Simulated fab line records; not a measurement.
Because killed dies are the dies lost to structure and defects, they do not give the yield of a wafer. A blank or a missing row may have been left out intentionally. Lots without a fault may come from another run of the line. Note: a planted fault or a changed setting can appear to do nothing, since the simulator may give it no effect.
fab line records	flow nand_harc
[record] lots = 7	wafers = 21	last_day = 24
route steps=1159 shown A_ONON_D1@428
lots that met no fault: from a run of the same line without faults
start_h: hours from the record's first day to the start of the lot's first wafer shown	wait_h: hours elapsed since this lot's preceding step	" same as the row above	L1.1+2: one row covering several wafers at once	- no value, or no start given	* or withheld: withheld	< > ~ a bound
route shown NAME@n: a module of which the file shows steps, and the number in the route of the first	usual: mean/standard deviation taken from wafers without a fault	same: alike in all rows	chamber/n: place in a boat	sites: the reading at each site	_std_site: how widely they spread, as a standard deviation	_edge_site: inner sites' mean taken away from outer sites' mean	radius_mm: for every site, how far away it sits from the centre of the wafer	mask NAME#n: copy n	behind: tool/chamber where the wafer was last shaped	hold: the reason the lot was held/the length of the hold in hours/how it ended	device: names the non-switching transistor (n, p or np)	end of line: the tests these same wafers got at the end of their route	where a step has no rows: the recipe by itself	killed: not the wafer's yield, but the dies lost to structure and defects at the first sort	map: a wafer's dies, x killed, . not, _ none there
set.NAME: the setting that was run; set.NAME@STEP: the one run at that earlier step	model.NAME: the simulator's own value behind a step, which no gauge read
a table for each step, a row for each wafer; lots at some steps of the route
services: a tool's chamber out of use, with start hour (start_h, from the record's first day; less than 0 if before it), hours out, and reason
[[steps]]
[step NHARC_A_ONON_D1_DEP_06]
[recipe] target_thk_a = 10000	n2_flow_sccm = 2750	n2o_flow_sccm = 2000	nh3_flow_sccm = 500	sih4_flow_sccm = 210	temp_c = 400
[step NHARC_A_ONON_D1_THK_MEAS_08]
[recipe] thk_meas_gauge = ellipsometry
[usual] thk_nm = 1000/12
lot.wafer	tool	chamber	start_h	wait_h	thk_nm
L563.1	film_metro-02	-	167.65	-	997
L563.3	"	-	"	"	999
L563.4	"	-	"	"	998
L569.2	film_metro-02	-	213.60	-	1008
L569.3	"	-	"	"	1008
L569.5	"	-	"	"	1009
L574.2	film_metro-01	-	233.48	-	994
L574.4	"	-	"	"	992
L574.6	"	-	"	"	993
L572.1	film_metro-01	-	233.51	-	988
L572.2	"	-	"	"	988
L572.4	"	-	"	"	986
L577.2	film_metro-01	-	255.73	-	998
L577.3	"	-	"	"	998
L577.6	"	-	"	"	999
L582.2	film_metro-02	-	284.64	-	1003
L582.3	"	-	"	"	1001
L582.6	"	-	"	"	1003
L583.3	film_metro-01	-	290.11	-	994
L583.4	"	-	"	"	995
L583.5	"	-	"	"	993
[step NHARC_A_ONON_D1_DEP_09]
[recipe] target_thk_a = 10000	n2_flow_sccm = 2750	n2o_flow_sccm = 2000	nh3_flow_sccm = 500	sih4_flow_sccm = 210	temp_c = 400
[step NHARC_A_ONON_D1_THK_MEAS_11]
[recipe] thk_meas_gauge = ellipsometry
[usual] thk_nm = 1005/9.7
lot.wafer	tool	chamber	start_h	wait_h	thk_nm
L563.1	film_metro-01	-	168.22	-	998
L563.3	"	-	"	"	999
L563.4	"	-	"	"	999
L569.2	film_metro-02	-	214.16	-	990
L569.3	"	-	"	"	991
L569.5	"	-	"	"	991
L574.2	film_metro-02	-	234.05	-	989
L574.4	"	-	"	"	991
L574.6	"	-	"	"	991
L572.1	film_metro-02	-	234.08	-	1013
L572.2	"	-	"	"	1013
L572.4	"	-	"	"	1013
L577.2	film_metro-02	-	256.32	-	1020
L577.3	"	-	"	"	1020
L577.6	"	-	"	"	1020
L582.2	film_metro-02	-	285.21	-	1007
L582.3	"	-	"	"	1007
L582.6	"	-	"	"	1009
L583.3	film_metro-01	-	290.68	-	1000
L583.4	"	-	"	"	1001
L583.5	"	-	"	"	999
[step NHARC_A_ONON_D1_DEP_12]
[recipe] target_thk_a = 10000	n2_flow_sccm = 2750	n2o_flow_sccm = 2000	nh3_flow_sccm = 500	sih4_flow_sccm = 210	temp_c = 400
[step NHARC_A_ONON_D1_THK_MEAS_14]
[recipe] thk_meas_gauge = ellipsometry
[usual] thk_nm = 997/8.3
lot.wafer	tool	chamber	start_h	wait_h	thk_nm
L563.1	film_metro-01	-	168.78	-	1003
L563.3	"	-	"	"	1000
L563.4	"	-	"	"	1001
L569.2	film_metro-01	-	214.73	-	986
L569.3	"	-	"	"	987
L569.5	"	-	"	"	985
L574.2	film_metro-02	-	234.61	-	988
L574.4	"	-	"	"	987
L574.6	"	-	"	"	986
L572.1	film_metro-01	-	234.65	-	985
L572.2	"	-	"	"	984
L572.4	"	-	"	"	986
L577.2	film_metro-02	-	256.89	-	998
L577.3	"	-	"	"	998
L577.6	"	-	"	"	996
L582.2	film_metro-02	-	285.77	-	1004
L582.3	"	-	"	"	1003
L582.6	"	-	"	"	1003
L583.3	film_metro-01	-	291.25	-	1012
L583.4	"	-	"	"	1012
L583.5	"	-	"	"	1014
[step NHARC_A_ONON_D1_ANNEAL_15]
[recipe] temp_c = 750	time_s = 3600
[step NHARC_A_ONON_D1_DEP_16]
[recipe] target_thk_a = 10000	n2_flow_sccm = 2750	n2o_flow_sccm = 2000	nh3_flow_sccm = 500	sih4_flow_sccm = 210	temp_c = 400
[step NHARC_A_ONON_D1_THK_MEAS_18]
[recipe] thk_meas_gauge = ellipsometry
[usual] thk_nm = 997/9.6
lot.wafer	tool	chamber	start_h	wait_h	thk_nm
L563.1	film_metro-02	-	176.89	-	1021
L563.3	"	-	"	"	1022
L563.4	"	-	"	"	1022
L569.2	film_metro-02	-	222.65	-	998
L569.3	"	-	"	"	996
L569.5	"	-	"	"	996
L574.2	film_metro-01	-	250.71	-	994
L574.4	"	-	"	"	993
L574.6	"	-	"	"	992
L572.1	film_metro-01	-	251.05	-	993
L572.2	"	-	"	"	994
L572.4	"	-	"	"	993
L577.2	film_metro-01	-	264.03	-	991
L577.3	"	-	"	"	992
L577.6	"	-	"	"	991
L582.2	film_metro-01	-	294.84	-	1007
L582.3	"	-	"	"	1006
L582.6	"	-	"	"	1007
L583.3	film_metro-01	-	298.34	-	1014
L583.4	"	-	"	"	1013
L583.5	"	-	"	"	1014
[step NHARC_A_ONON_D1_DEP_19]
[recipe] target_thk_a = 10000	n2_flow_sccm = 2750	n2o_flow_sccm = 2000	nh3_flow_sccm = 500	sih4_flow_sccm = 210	temp_c = 400
[step NHARC_A_ONON_D1_THK_MEAS_21]
[recipe] thk_meas_gauge = ellipsometry
[usual] thk_nm = 1001/7.5
lot.wafer	tool	chamber	start_h	wait_h	thk_nm
L563.1	film_metro-01	-	177.58	-	999
L563.3	"	-	"	"	996
L563.4	"	-	"	"	998
L569.2	film_metro-02	-	223.21	-	1014
L569.3	"	-	"	"	1015
L569.5	"	-	"	"	1014
L574.2	film_metro-01	-	251.27	-	996
L574.4	"	-	"	"	995
L574.6	"	-	"	"	995
L572.1	film_metro-01	-	251.62	-	1006
L572.2	"	-	"	"	1008
L572.4	"	-	"	"	1008
L577.2	film_metro-01	-	264.60	-	1005
L577.3	"	-	"	"	1005
L577.6	"	-	"	"	1005
L582.2	film_metro-02	-	295.40	-	999
L582.3	"	-	"	"	1001
L582.6	"	-	"	"	1000
L583.3	film_metro-01	-	298.90	-	995
L583.4	"	-	"	"	994
L583.5	"	-	"	"	992
[step NHARC_A_ONON_D1_DEP_22]
[recipe] target_thk_a = 10000	n2_flow_sccm = 2750	n2o_flow_sccm = 2000	nh3_flow_sccm = 500	sih4_flow_sccm = 210	temp_c = 400
[usual] n2_flow_sccm = 2750/9.1
lot.wafer	tool	chamber	start_h	wait_h	n2_flow_sccm
L563.1	pecvd_onon-02	0	177.70	0.1	2735
L563.3	"	0	"	"	2745
L563.4	"	0	"	"	2752
L569.2	pecvd_onon-03	0	223.33	0.1	2754
L569.3	"	0	"	"	2750
L569.5	"	0	"	"	2743
L574.2	pecvd_onon-02	0	251.39	0.1	2752
L574.4	"	0	"	"	2746
L574.6	"	0	"	"	2751
L572.1	pecvd_onon-02	0	251.67	0.1	2737
L572.2	"	0	"	"	2732
L572.4	"	0	"	"	2739
L577.2	pecvd_onon-02	0	264.71	0.1	2739
L577.3	"	0	"	"	2750
L577.6	"	0	"	"	2743
L582.2	pecvd_onon-01	0	295.52	0.1	2742
L582.3	"	0	"	"	2743
L582.6	"	0	"	"	2753
L583.3	pecvd_onon-03	0	299.07	0.2	2762
L583.4	"	0	"	"	2759
L583.5	"	0	"	"	2757
[step NHARC_A_ONON_D1_THK_MEAS_24]
[recipe] thk_meas_gauge = ellipsometry
[usual] thk_nm = 1003/11
lot.wafer	tool	chamber	start_h	wait_h	thk_nm
L563.1	film_metro-01	-	178.21	-	1002
L563.3	"	-	"	"	1002
L563.4	"	-	"	"	1004
L569.2	film_metro-02	-	223.77	-	1002
L569.3	"	-	"	"	1001
L569.5	"	-	"	"	1002
L574.2	film_metro-02	-	251.84	-	1148
L574.4	"	-	"	"	1000
L574.6	"	-	"	"	1147
L572.1	film_metro-02	-	252.18	-	1003
L572.2	"	-	"	"	1148
L572.4	"	-	"	"	1000
L577.2	film_metro-01	-	265.19	-	1135
L577.3	"	-	"	"	989
L577.6	"	-	"	"	1136
L582.2	film_metro-01	-	295.97	-	1023
L582.3	"	-	"	"	1022
L582.6	"	-	"	"	1022
L583.3	film_metro-02	-	299.47	-	993
L583.4	"	-	"	"	993
L583.5	"	-	"	"	993
[step NHARC_A_ONON_D1_DEP_25]
[recipe] target_thk_a = 10000	n2_flow_sccm = 2750	n2o_flow_sccm = 2000	nh3_flow_sccm = 500	sih4_flow_sccm = 210	temp_c = 400
[[services]]
tool	chamber	start_h	hours	kind
pecvd_onon-01	-	195.00	13.0	pm
pecvd_onon-02	-	292.27	13.0	pm
[[key]]
[first_sign] step = NHARC_A_ONON_D1_THK_MEAS_24	reading = thk_nm	direction = up	sigmas = 13	usual = 1003	struck = 1143
effect none on later readings
met_at NHARC_A_ONON_D1_DEP_22
struck_wafers L572.2,L574.2,L574.6,L577.2,L577.6
sort_left_out L572.2,L574.2,L574.6,L577.2,L577.6
tester_left_out L572,L574,L577
[fault] kind = process_parameter_drift	tool = pecvd_onon-02	chamber = -	onset_h = 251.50	steps = NHARC_A_ONON_D1_DEP_22	channel = target_thk_a	offset = *	shape = step	end_h = 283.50	scope = struck_wafers_only	acts_in = *	stated = *
// tester_left_out: of these lots the tester's yield and bins aren't shown, on N5 and GAA mostly nor the transistor test; their killed dies are dies lost to structure and defects alone, not to doping, threshold or leakage, so they don't give the yield
// sort_left_out: the simulated sort isn't trusted on such a fault, so these wafers' sort isn't shown, and their yield isn't known
